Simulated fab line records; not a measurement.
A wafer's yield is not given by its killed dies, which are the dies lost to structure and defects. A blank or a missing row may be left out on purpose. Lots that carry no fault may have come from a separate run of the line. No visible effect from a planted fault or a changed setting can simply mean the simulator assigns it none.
Chamber matching :: flow nand-harc :: NHARC_A_ZERO_WELL_ETCH_13 on rie-si-04: 4 sister chambers
The step etches the open film in HBr/Cl2, target depth 120 nm, time 40.1 s. 8 wafers are shown with their chamber, then 8 later ones without.

== WAFERS WITH THEIR CHAMBER ==
wafer: L078.3
chamber: 1
drypump-motor-current-A (A): 5.2
oes-product-au (a.u.): 0.983

wafer: L079.3
chamber: 1
drypump-motor-current-A (A): 5.3
oes-product-au (a.u.): 0.996

wafer: L079.5
chamber: 3
drypump-motor-current-A (A): 5.5
oes-product-au (a.u.): 0.999

wafer: L082.3
chamber: 0
drypump-motor-current-A (A): 5.6
oes-product-au (a.u.): 1.015

wafer: L082.4
chamber: 3
drypump-motor-current-A (A): 5.6
oes-product-au (a.u.): 1.017

wafer: L086.1
chamber: 0
drypump-motor-current-A (A): 5.6
oes-product-au (a.u.): 1.015

wafer: L086.6
chamber: 2
drypump-motor-current-A (A): 6.0
oes-product-au (a.u.): 1.008

wafer: L094.1
chamber: 2
drypump-motor-current-A (A): 6.0
oes-product-au (a.u.): 1.010

== WAFERS WITH NO CHAMBER GIVEN ==
wafer: L094.4
drypump-motor-current-A (A): 5.3
oes-product-au (a.u.): 0.998

wafer: L094.5
drypump-motor-current-A (A): 5.6
oes-product-au (a.u.): 1.016

wafer: L095.2
drypump-motor-current-A (A): 5.5
oes-product-au (a.u.): 0.985

wafer: L095.5
drypump-motor-current-A (A): 6.0
oes-product-au (a.u.): 0.986

wafer: L095.6
drypump-motor-current-A (A): 5.2
oes-product-au (a.u.): 0.985

wafer: L097.1
drypump-motor-current-A (A): 5.3
oes-product-au (a.u.): 0.983

wafer: L097.4
drypump-motor-current-A (A): 5.6
oes-product-au (a.u.): 1.013

wafer: L097.5
drypump-motor-current-A (A): 6.0
oes-product-au (a.u.): 0.992

== THE CHAMBER EACH PASSED THROUGH ==
wafer: L094.4
from the rows above: 1
in truth: 1

wafer: L094.5
from the rows above: can't be placed: 0 or 3
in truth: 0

wafer: L095.2
from the rows above: can't be placed: 3 or 0 or 1
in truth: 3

wafer: L095.5
from the rows above: 2
in truth: 2

wafer: L095.6
from the rows above: 1
in truth: 1

wafer: L097.1
from the rows above: 1
in truth: 1

wafer: L097.4
from the rows above: can't be placed: 0 or 3
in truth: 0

wafer: L097.5
from the rows above: 2
in truth: 2
5 of 8 placed correctly. Can't be placed from these rows: 3 (the true chamber is among the candidates in 3). Number placed wrongly: 0.
How it was worked out, from the rows above alone: a wafer's distance from a chamber is the root of the sum, over the readings, of the square of ((its reading less the chamber's mean) divided by the reading's scatter). If the next closest chamber is less than 2 further off than the closest, the wafer can't be placed; otherwise it belongs to the closest. A chamber's mean is the mean of its shown wafers. The scatter: take each reading less its chamber's mean, square it, sum over the shown wafers, divide by the number of wafers less the number of chambers, and take the root.
